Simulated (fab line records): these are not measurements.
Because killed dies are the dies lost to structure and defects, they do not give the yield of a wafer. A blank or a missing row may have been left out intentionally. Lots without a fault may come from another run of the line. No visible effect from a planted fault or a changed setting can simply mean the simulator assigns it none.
fab line records | flow nandHarc
[record] lots = 6 wafers = 18 lastDay = 24
route steps=1159 shown P_GATE@161 END@1159
lots that met no fault: taken from a fault-free run of the same line
startH: hours from the record's opening day to when the first of the lot's shown wafers began | waitH: time in hours since the lot's previous step | " as in the row above | L1.1+2: one row covering several wafers at once | - no value, or no start given | * or withheld: withheld | < > ~ a bound
route shown NAME@n: names a module that has steps shown in the file, with the first one's number in the route | usual: average and standard deviation across the fault-free wafers | same: alike in all rows | chamber/n: place in a boat | sites: the reading at each site | _std_site: standard deviation across them | _edge_site: outer sites' mean less inner sites' | radiusMm: for every site, how far away it sits from the centre of the wafer | mask NAME#n: copy n | behind: tool/chamber where the wafer was last shaped | hold: cause of the lot's hold/its duration in hours/its outcome | device: the n, p or np transistor that did not switch | end of line: tests of these same wafers at the route's end | for a step that has no rows: nothing shown but its recipe | killed: dies lost to structure and defects at the first sort, not the wafer's yield | map: the dies of a wafer, with x for killed, . for not killed, _ for no die there
set.NAME: the run value of the setting; set.NAME@STEP: its run value at that earlier step | model.NAME: the simulator's own value behind a step, which no gauge read
certain route steps with their lots: each step a table, each wafer a row
services: a tool's chamber out of use, with start hour (startH, from the record's first day; less than 0 if before it), hours out, and reason
[[steps]]
[step NHARC_P_GATE_SRD_100]
[step NHARC_P_GATE_DEHYDRATE_38]
[recipe] tempC = 150 timeS = 120
[step NHARC_P_GATE_HMDS_39]
[recipe] timeS = 30
[step NHARC_P_GATE_COAT_40]
[recipe] spinRpm = 3000
[step NHARC_P_GATE_SOFTBAKE_41]
[recipe] tempC = 122 timeS = 95
[step NHARC_P_GATE_EBR_42]
[step NHARC_P_GATE_EXPOSE_43]
[recipe] na = 0.6 targetCdNm = 720 doseMj = 14.81 maskId = P_NSD
[step NHARC_P_GATE_PEB_44]
[recipe] pebTempC = 118 pebTimeS = 85
[step NHARC_P_GATE_DEVELOP_45]
[recipe] timeS = 70
[step NHARC_P_GATE_CD_MEAS_46]
[recipe] targetCdNm = 720 landingEnergyEv = 500
[usual] cdNm = 720.1/1.1
// columns lot.wafer tool chamber startH waitH cdNm
L374.2 cdSem-02 0 109.76 - 720.5
L374.4 " 0 " " 721.7
L374.5 " 0 " " 720.5
L384.2 cdSem-02 0 169.28 - 720.2
L384.4 " 0 " " 720.2
L384.6 " 0 " " 719.8
L385.2 cdSem-03 0 183.29 - 720.9
L385.4 " 0 " " 720.1
L385.6 " 0 " " 721.0
L388.1 cdSem-02 0 192.52 - 721.4
L388.2 " 0 " " 720.2
L388.6 " 0 " " 719.5
L387.2 cdSem-02 0 193.86 - 721.1
L387.4 " 0 " " 721.1
L387.5 " 0 " " 721.8
L393.2 cdSem-03 0 214.01 - 719.9
L393.4 " 0 " " 720.7
L393.6 " 0 " " 717.7
[step NHARC_P_GATE_HARDBAKE_47]
[recipe] tempC = 125 timeS = 80
[step NHARC_P_GATE_DESCUM_48]
[recipe] timeS = 3 o2FlowSccm = 200 arFlowSccm = 0 biasPowerW = 0 chemistry = O2
[usual] drypumpMotorCurrentA = 5.6/0.48 o2FlowSccm = 200.0/0.56 oesProductAu = 1.000/0.0087 rfVppV = 57.8/1 showerheadPlenumPTorr = 1.93/0.091 throttleValvePct = 11.311/0.0094
[same] timeS = 3
// columns lot.wafer tool chamber startH waitH drypumpMotorCurrentA o2FlowSccm oesProductAu rfHoursCounterH rfVppV showerheadPlenumPTorr throttleValvePct
L374.2 rieDiel-02 3 109.94 - 5.8 200.6 0.995 26 57.0 2.01 11.310
L374.4 " 0 " " 6.3 200.9 0.983 25 59.5 2.04 11.311
L374.5 " 2 " " 5.5 199.5 1.003 - 57.7 1.80 11.298
L384.4 rieDiel-02 2 169.44 - 5.5 199.9 1.008 2 58.2 1.80 11.339
L384.2 " 0 " " 6.3 200.4 1.001 3 57.8 2.04 11.322
L384.6 " 2 " " 5.5 200.1 1.003 - 56.9 1.80 11.314
L385.2 rieDiel-12 2 183.45 - 5.8 200.6 0.987 58 58.9 1.92 11.323
L385.4 " 0 " " 5.7 200.6 0.997 53 58.5 1.92 11.313
L385.6 " 3 " " 5.9 199.8 1.000 - 58.2 2.00 11.318
L388.2 rieDiel-12 1 192.73 - 5.0 198.9 0.996 61 58.2 1.82 11.301
L388.1 " 2 " " 5.7 199.4 1.002 63 57.7 1.92 11.295
L388.6 " 0 " " 5.7 200.0 0.996 - 57.9 1.92 11.322
L387.4 rieDiel-12 1 194.05 - 5.0 198.9 1.001 61 55.6 1.82 11.314
L387.2 " 2 " " 5.7 199.9 0.991 63 58.0 1.92 11.296
L387.5 " 1 " " 5.0 200.5 1.001 - 57.6 1.82 11.298
L393.2 rieDiel-02 2 214.19 - 5.5 200.0 1.010 13 56.0 1.79 11.303
L393.4 " 3 " " 5.7 199.5 0.993 14 58.6 2.00 11.316
L393.6 " 0 " " 6.3 199.7 1.005 - 58.1 2.03 11.316
[step NHARC_P_GATE_IMPLANT_49]
[recipe] energyKev = 30 doseCm2 = 3e+15 tiltDeg = 7
[usual] beamEnergyKeV = 30.001/0.01 beamOnS = 33.3/2.5
// columns lot.wafer tool chamber startH waitH beamEnergyKeV beamOnS
L374.2 implanter-02 0 110.10 0.2 30.005 30.5
L374.4 " 0 " " 30.009 29.8
L374.5 " 0 " " 30.009 30.3
L384.2 implanter-01 - 169.61 0.1 - -
L384.4 " - " " - -
L384.6 " - " " - -
L385.2 implanter-02 - 183.63 0.2 - -
L385.4 " - " " - -
L385.6 " - " " - -
L388.1 implanter-01 0 192.87 0.1 29.999 35.5
L388.2 " 0 " " 30.006 35.6
L388.6 " 0 " " 30.000 36.1
L387.2 implanter-02 0 194.23 0.2 29.992 31.0
L387.4 " 0 " " 29.989 31.2
L387.5 " 0 " " 29.993 30.2
L393.2 implanter-01 0 214.35 0.1 29.989 35.6
L393.4 " 0 " " 30.003 34.5
L393.6 " 0 " " 29.992 35.0
[step NHARC_P_GATE_STRIP_111]
[recipe] powerW = 1500 tempC = 110 timeS = 250 chemistry = N2/H2
[usual] drypumpMotorCurrentA = 5.3/0.36 heaterPowerW = 84/5.6
[same] timeS = 250
// columns lot.wafer tool chamber startH waitH drypumpMotorCurrentA heaterPowerW rfHoursCounterH
L374.2 plasmaAsher-02 1 110.35 0.2 5.0 87 33
L374.4 " 0 " " 5.9 91 -
L374.5 " 0 " " 5.9 92 -
L384.2 plasmaAsher-01 0 169.81 0.2 5.6 87 23
L384.4 " 1 " " 4.9 73 -
L384.6 " 1 " " 4.9 76 -
L385.2 plasmaAsher-01 1 183.82 0.2 4.9 76 26
L385.4 " 1 " " 4.9 76 -
L385.6 " 0 " " 5.5 90 -
L388.2 plasmaAsher-01 0 193.09 0.2 5.6 91 32
L388.1 " 1 " " 5.0 76 32
L388.6 " 1 " " 4.9 78 -
L387.2 plasmaAsher-01 0 194.42 0.2 5.6 88 32
L387.4 " 0 " " 5.6 89 -
L387.5 " 1 " " 4.9 76 -
L393.2 plasmaAsher-02 1 214.54 0.2 5.1 83 6
L393.4 " 1 " " 5.0 83 -
L393.6 " 0 " " 5.8 87 -
[step NHARC_END_SORT_01]
[recipe] tempC = 25
[usual] killedAtArray = 29/11 killedAtOther = 0.6/0.92 killedAtPeriphery = 3.2/2 killedDies = 33/11 killedOpen = 3.2/2 killedShort = 1.9/1.5
[same] grossDies = 677
// columns lot.wafer tool chamber startH waitH killedAtArray killedAtOther killedAtPeriphery killedDies killedOpen killedShort
L374.2 prober-02 0 439.05 2.8 25 2 3 30 4 4
L374.4 prober-02 0 440.66 3.4 23 2 0 25 5 1
L374.5 prober-02 0 441.46 3.7 26 1 3 30 0 2
L384.2 prober-01 0 501.50 2.8 19 1 657 677 3 2
L384.4 prober-01 0 503.10 3.4 31 1 645 677 4 1
L384.6 prober-01 0 504.69 4.0 28 2 647 677 3 1
L385.2 prober-02 0 511.60 2.8 28 0 649 677 2 1
L385.4 prober-02 0 513.19 3.4 28 0 649 677 4 1
L385.6 prober-02 0 514.79 4.0 26 0 651 677 3 3
// killed by level:class
L374.2 A_SGD_CUT:chamberFilmFlake=5 A_SLIT:chamberFilmFlake=5 A_STAIRCASE:chamberFilmFlake=4 A_CHANNEL_HOLE_D1:chamberFilmFlake=3 A_CONTACT:chamberFilmFlake=3 P_M0:geometricParticle:open=2 THIN_TSV:chamberFilmFlake=2 P_CONTACT:geometricParticle:open=1
L374.4 A_SLIT:chamberFilmFlake=9 A_CONTACT:chamberFilmFlake=5 A_WL_FILL:geometricParticle:open=2 A_STAIRCASE:chamberFilmFlake=2 THIN_TSV:chamberFilmFlake=2 A_ONON_D1:geometricParticle:open=1 A_CHANNEL_FILL_D1:geometricParticle:short=1 A_CHANNEL_FILL_D1:geometricParticle:open=1
L374.5 A_SLIT:chamberFilmFlake=10 A_SGD_CUT:chamberFilmFlake=6 P_ZERO_WELL:chamberFilmFlake=3 A_CONTACT:chamberFilmFlake=3 A_CHANNEL_HOLE_D1:chamberFilmFlake=2 A_ONON_D1:geometricParticle:short=1 A_WL_FILL:geometricParticle:short=1 A_STAIRCASE:chamberFilmFlake=1
L384.2 P_GATE:areaImplant=654 A_SLIT:chamberFilmFlake=9 A_WL_FILL:chamberFilmFlake=3 A_CHANNEL_HOLE_D1:chamberFilmFlake=2 P_M1:geometricParticle:short=1 A_ONON_D1:geometricParticle:open=1 A_CHANNEL_FILL_D1:geometricParticle:short=1 A_CONTACT:geometricParticle:open=1
L384.4 P_GATE:areaImplant=643 A_SLIT:chamberFilmFlake=16 A_CHANNEL_HOLE_D1:chamberFilmFlake=5 A_STAIRCASE:chamberFilmFlake=3 A_CONTACT:chamberFilmFlake=3 P_CONTACT:geometricParticle:open=1 P_M0:geometricParticle:open=1 A_SOURCE_PLATE:geometricParticle:open=1
L384.6 P_GATE:areaImplant=647 A_SLIT:chamberFilmFlake=9 A_CHANNEL_HOLE_D1:chamberFilmFlake=4 A_CONTACT:chamberFilmFlake=4 A_STAIRCASE:chamberFilmFlake=3 A_WL_FILL:chamberFilmFlake=3 A_CONTACT:geometricParticle:open=2 THIN_TSV:chamberFilmFlake=2
L385.2 P_GATE:areaImplant=644 A_SLIT:chamberFilmFlake=19 A_CONTACT:chamberFilmFlake=3 P_ZERO_WELL:chamberFilmFlake=2 P_GATE:chamberFilmFlake=2 A_CHANNEL_HOLE_D1:chamberFilmFlake=2 P_M0:geometricParticle:open=1 A_CHANNEL_HOLE_D1:geometricParticle:short=1
L385.4 P_GATE:areaImplant=646 A_SLIT:chamberFilmFlake=12 A_CONTACT:chamberFilmFlake=6 A_CHANNEL_HOLE_D1:chamberFilmFlake=2 A_STAIRCASE:chamberFilmFlake=2 P_GATE:geometricParticle:open=1 A_SOURCE_PLATE:geometricParticle:open=1 A_ONON_D1:geometricParticle:open=1
L385.6 P_GATE:areaImplant=640 A_SLIT:chamberFilmFlake=13 P_ZERO_WELL:chamberFilmFlake=4 A_CONTACT:chamberFilmFlake=4 P_GATE:chamberFilmFlake=3 A_CHANNEL_HOLE_D1:chamberFilmFlake=3 A_STAIRCASE:chamberFilmFlake=2 P_GATE:geometricParticle:short=1
// map L384.2 (x killed, . not)
____________x____________
_________xxxxxxx_________
_______xxxxxxxxxxx_______
______xxxxxxxxxxxxx______
_____xxxxxxxxxxxxxxx_____
____xxxxxxxxxxxxxxxxx____
____xxxxxxxxxxxxxxxxx____
___xxxxxxxxxxxxxxxxxxx___
___xxxxxxxxxxxxxxxxxxx___
__xxxxxxxxxxxxxxxxxxxxx__
__xxxxxxxxxxxxxxxxxxxxx__
_xxxxxxxxxxxxxxxxxxxxxxx_
_xxxxxxxxxxxxxxxxxxxxxxx_
_xxxxxxxxxxxxxxxxxxxxxxx_
_xxxxxxxxxxxxxxxxxxxxxxx_
_xxxxxxxxxxxxxxxxxxxxxxx_
xxxxxxxxxxxxxxxxxxxxxxxxx
xxxxxxxxxxxxxxxxxxxxxxxxx
xxxxxxxxxxxxxxxxxxxxxxxxx
xxxxxxxxxxxxxxxxxxxxxxxxx
xxxxxxxxxxxxxxxxxxxxxxxxx
_xxxxxxxxxxxxxxxxxxxxxxx_
_xxxxxxxxxxxxxxxxxxxxxxx_
_xxxxxxxxxxxxxxxxxxxxxxx_
_xxxxxxxxxxxxxxxxxxxxxxx_
_xxxxxxxxxxxxxxxxxxxxxxx_
__xxxxxxxxxxxxxxxxxxxxx__
__xxxxxxxxxxxxxxxxxxxxx__
___xxxxxxxxxxxxxxxxxxx___
___xxxxxxxxxxxxxxxxxxx___
____xxxxxxxxxxxxxxxxx____
____xxxxxxxxxxxxxxxxx____
_____xxxxxxxxxxxxxxx_____
______xxxxxxxxxxxxx______
_______xxxxxxxxxxx_______
_________xxxxxxx_________
____________x____________
// map L385.2 (x killed, . not)
____________x____________
_________xxxxxxx_________
_______xxxxxxxxxxx_______
______xxxxxxxxxxxxx______
_____xxxxxxxxxxxxxxx_____
____xxxxxxxxxxxxxxxxx____
____xxxxxxxxxxxxxxxxx____
___xxxxxxxxxxxxxxxxxxx___
___xxxxxxxxxxxxxxxxxxx___
__xxxxxxxxxxxxxxxxxxxxx__
__xxxxxxxxxxxxxxxxxxxxx__
_xxxxxxxxxxxxxxxxxxxxxxx_
_xxxxxxxxxxxxxxxxxxxxxxx_
_xxxxxxxxxxxxxxxxxxxxxxx_
_xxxxxxxxxxxxxxxxxxxxxxx_
_xxxxxxxxxxxxxxxxxxxxxxx_
xxxxxxxxxxxxxxxxxxxxxxxxx
xxxxxxxxxxxxxxxxxxxxxxxxx
xxxxxxxxxxxxxxxxxxxxxxxxx
xxxxxxxxxxxxxxxxxxxxxxxxx
xxxxxxxxxxxxxxxxxxxxxxxxx
_xxxxxxxxxxxxxxxxxxxxxxx_
_xxxxxxxxxxxxxxxxxxxxxxx_
_xxxxxxxxxxxxxxxxxxxxxxx_
_xxxxxxxxxxxxxxxxxxxxxxx_
_xxxxxxxxxxxxxxxxxxxxxxx_
__xxxxxxxxxxxxxxxxxxxxx__
__xxxxxxxxxxxxxxxxxxxxx__
___xxxxxxxxxxxxxxxxxxx___
___xxxxxxxxxxxxxxxxxxx___
____xxxxxxxxxxxxxxxxx____
____xxxxxxxxxxxxxxxxx____
_____xxxxxxxxxxxxxxx_____
______xxxxxxxxxxxxx______
_______xxxxxxxxxxx_______
_________xxxxxxx_________
____________x____________
[[services]]
// columns tool chamber startH hours kind
plasmaAsher-01 - 99.00 9.0 pm
plasmaAsher-01 0 99.00 9.0 ventCycle
plasmaAsher-01 1 99.00 9.0 ventCycle
rieDiel-02 0 105.41 - clean
rieDiel-02 1 105.41 - clean
rieDiel-02 2 105.41 - clean
rieDiel-02 3 105.41 - clean
plasmaAsher-01 0 108.00 - clean
plasmaAsher-01 1 108.00 - clean
rieDiel-12 0 108.63 - clean
rieDiel-12 1 108.63 - clean
rieDiel-12 2 108.63 - clean
rieDiel-12 3 108.63 - clean
plasmaAsher-02 - 112.98 6.5 repair
implanter-01 - 125.22 1.1 repair
rieDiel-02 0 129.91 - clean
rieDiel-02 1 129.91 - clean
rieDiel-02 2 129.91 - clean
rieDiel-02 3 129.91 - clean
rieDiel-02 - 150.70 9.0 pm
implanter-01 - 170.91 15.0 repair
implanter-02 - 170.95 6.4 repair
plasmaAsher-02 - 183.40 9.0 pm
rieDiel-12 - 202.53 9.0 pm
[[key]]
[firstSign] step = NHARC_P_GATE_IMPLANT_49 reading = toolRecord direction = missing
[effect] step = NHARC_END_SORT_01 reading = killedAtPeriphery direction = up sigmas = 99+ usual = 3.2 struck = 649.7
[moreKillsBornAt] NHARC_P_GATE_IMPLANT_49@implanter-01 = 1944 NHARC_P_GATE_IMPLANT_49@implanter-02 = 1930
metAt NHARC_P_GATE_IMPLANT_49
struckWafers L384.2,L384.4,L384.6,L385.2,L385.4,L385.6
laterRowsLeftOut L384.2,L384.4,L384.6,L385.2,L385.4,L385.6
testerLeftOut L384,L385
onsetBetween 110.10 169.61
[fault] kind = skippedStepWhole tool = implanter-01,implanter-02 chamber = - onsetH = 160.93 steps = NHARC_P_GATE_IMPLANT_49 scope = struckLotsOnly
// testerLeftOut: of these lots the tester's yield and bins aren't shown, on N5 and GAA mostly nor the transistor test; their killed dies are dies lost to structure and defects alone, not to doping, threshold or leakage, so they don't give the yield
// laterRowsLeftOut: the simulator's readings of these wafers behind a module that went badly wrong aren't trusted and aren't shown, but for the sort
